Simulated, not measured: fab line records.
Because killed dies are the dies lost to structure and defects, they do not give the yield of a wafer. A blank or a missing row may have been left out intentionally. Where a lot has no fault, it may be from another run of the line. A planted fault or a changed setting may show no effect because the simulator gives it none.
Which tool was responsible? -- flow nand harc -- Sampling: 12 lots, 36 wafers, 3 of 1159 route steps

WHAT THE GAUGES SHOWED, per wafer
NHARC_P_M0_CD_MEAS_16.
lot,measured,on,cd nm (nm)
L077,day 6 15:16,cd sem-02,89.5 89.1 90.3
L078,day 6 18:58,cd sem-02,91.0 91.6 91.2
L079,day 7 10:00,cd sem-03,91.2 90.4 90.6
L081,day 7 13:53,cd sem-01,89.4 89.7 90.8
L083,day 8 07:34,cd sem-01,89.7 91.0 91.1
L086,day 9 00:31,cd sem-02,89.8 88.6 89.8
L085,day 9 10:34,cd sem-01,89.9 89.5 90.0
L089,day 9 15:34,cd sem-01,90.7 90.5 91.4
L091,day 9 23:34,cd sem-02,90.0 91.0 89.8
L092,day 10 09:42,cd sem-01,91.1 89.6 89.6
L096,day 11 02:32,cd sem-03,90.8 89.9 90.0
L097,day 12 02:04,cd sem-02,91.1 90.3 89.2

WHICH TOOL RAN EACH LOT (tool, then ch and the chambers of the sampled wafers, then the start)
lot,NHARC_P_CONTACT_DEP_00,NHARC_P_M0_DESCUM_14
L077,"pecvd-01 ch 0,1,2, day 6 14:57 or earlier","rie diel-05 ch 2,3, day 6 14:57"
L078,"pecvd-01 ch 0,1,2, day 6 18:40 or earlier","rie diel-05 ch 0,2, day 6 18:40"
L079,"pecvd-04 ch 0,1, day 7 09:42 or earlier","rie diel-05 ch 1,2, day 7 09:42"
L081,"pecvd-01 ch 0,2, day 7 13:35 or earlier","rie diel-05 ch 0,2,3, day 7 13:35"
L083,"pecvd-01 ch 0,1,2, day 8 07:13 or earlier","rie diel-05 ch 1,2,3, day 8 07:13"
L086,"pecvd-01 ch 0,1, day 9 00:13 or earlier","rie diel-07 ch 0,2,3, day 9 00:13"
L085,"pecvd-04 ch 0,1,2, day 9 10:16 or earlier","rie diel-06 ch 0,1,2, day 9 10:16"
L089,"pecvd-03 ch 1,2, day 9 15:14 or earlier","rie diel-05 ch 1,2, day 9 15:14"
L091,"pecvd-01 ch 0,2, day 9 23:16 or earlier","rie diel-05 ch 2,3, day 9 23:16"
L092,"pecvd-03 ch 0,1,2, day 10 09:21 or earlier","rie diel-05 ch 0,2, day 10 09:21"
L096,"pecvd-04 ch 0,1,2, day 11 02:15 or earlier","rie diel-07 ch 0,1,3, day 11 02:15"
L097,"pecvd-01 ch 0,1,2, day 12 01:47 or earlier","rie diel-07 ch 0,1,3, day 12 01:47"
- NHARC_P_CONTACT_DEP_00: deposits SiO2, target thk 500 nm.
- NHARC_P_M0_DESCUM_14: chemistry O2, time 3 s.

THE ANSWER, worked out from the rows above alone
Rule: usual is defined by the lots themselves. Put in order of their means at a reading, lots are off if they are a third of the lots or fewer, leave a main group of 4 or more, and stand apart from it by a gap of 3 or more times the standard deviation of the main group's means; of several such gaps the widest counts. A main group is skipped when, at the precision printed for the reading in the tables above, its means are all equal. Also off: a lot with no number at a reading for which 4 or more lots have one. Where the step has rows for the other lots, those lots are counted as sound.
Across all readings shown, no lot is off: no conclusion can be drawn from this.

WHAT THE SIMULATOR HAD INSERTED
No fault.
